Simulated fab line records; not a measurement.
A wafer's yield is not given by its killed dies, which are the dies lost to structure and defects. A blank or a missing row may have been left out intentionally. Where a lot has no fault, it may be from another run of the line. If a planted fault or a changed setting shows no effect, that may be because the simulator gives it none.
Struck lot and sound lot, side by side	flow n5_finfet	19 out of 1938 route steps
Sound: these wafers, L608.1, L608.2, L608.6. Wafers L615.1, L615.2, L615.3 were the ones struck. The cause is given at the end.
Each step with rows lists, per side, the tool, then ch with its chambers, then its first start. Under that, the readings that differ: sound wafers	struck wafers	difference of the means	sigmas: that difference in standard deviations of wafers without a fault.
alike: readings with means less than 2 such deviations apart, plus words and numbers identical on both sides. not compared: withheld readings, readings lacking a value on some wafer, bounds such as >300 that could conceal the same value, and numbers that have no deviation in the record and whose values overlap.
The two part at a step that has a row with sigmas, a row that says differs or no value, or rows on one side only. Numbers that have no deviation but don't overlap get no sigmas and don't part them. Lack of a reading on every wafer of one side parts them only where that side has two or more wafers.

first, 8 steps without rows for these wafers: N5_BEOL_M13_SPUTTER_45 (material Cu, target thk 80 nm, time 13.33 s); N5_BEOL_M13_ECD_47 (material Cu, target thk 936 nm); N5_BEOL_M13_ANNEAL_48 (time 90 s); N5_BEOL_M13_CMP_49 (polishes, stops on SiOC, t overpolish 17.1 s, target thk 420 nm); N5_BEOL_M13_PRE_CLEAN_52 (time 15 s); N5_BEOL_M13_DEP_53 (deposits SiCN from 3MS/NH3, target thk 50 nm, time 17.8 s); N5_BEOL_M14_ILD_DEP_00 (deposits SiO2 from TEOS/O2, target thk 1119.3 nm, time 237.4 s); N5_BEOL_M14_COAT_58 (time 60 s, resist thk 89 nm).
N5_BEOL_M14_COAT_04: resist thk 800 nm.
  sound on litho_track-01 ch 0, day 12 09:49; struck on litho_track-01 ch 0, day 14 11:40
reading	sound	struck	difference	sigmas
spin_speed_rpm (rpm)	1705.1 1705.3 1705.3	1747.0 1749.4 1747.0	+42.6	+35
model.coat_of_BEOL_M14_COAT_04.thk_nm (nm)	799.8 798.2 799.2	789 790 792	-9	
  alike: dispense_pressure_kPa
then, 7 steps without rows for these wafers: N5_BEOL_M14_EBR_06; N5_BEOL_M14_SOFTBAKE_05 (time 60 s); N5_BEOL_M14_EXPOSE_07 (exposes mask V13); N5_BEOL_M14_PEB_08 (peb time 90 s); N5_BEOL_M14_DEVELOP_09 (develop time 45 s); N5_BEOL_M14_HARDBAKE_14 (time 120 s); N5_BEOL_M14_DESCUM_15 (chemistry O2, time 7.9 s).
N5_BEOL_M14_ETCH_59: etches BARC in N2/H2, target depth 89 nm, overetch 26.7 nm, time 67.9 s.
  sound on rie_diel-04 ch 1,2, day 12 10:36; struck on rie_diel-04 ch 0,1,3, day 14 12:13
reading	sound	struck	difference	sigmas
model.coat_of_BEOL_M14_COAT_04.thk_nm (nm)	720.6 714.2 719.6	706.4 706.2 708	-11.3	
  alike: drypump_motor_current_A, oes_product_au, rf_vpp_V, showerhead_plenum_p_Torr, throttle_valve_pct
  not compared: rf_hours_counter_h
then, 1 step without rows for these wafers: N5_BEOL_M14_VIA_ETCH_16 (etches SiO2 in C4F8/O2/Ar, target depth 1231.3 nm).
N5_PASSIVATION_PROBE_49:
  rows exist in the record for the sound wafers here (prober-01, day 13 21:16), none for the struck ones

== WHERE THEY PART ==
At N5_BEOL_M14_COAT_04 first; at N5_PASSIVATION_PROBE_49 last (within this record only).

WHY: what had been put in by the simulator
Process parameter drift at N5_BEOL_M14_COAT_04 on litho_track-01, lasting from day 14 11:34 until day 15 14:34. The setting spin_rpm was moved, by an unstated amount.
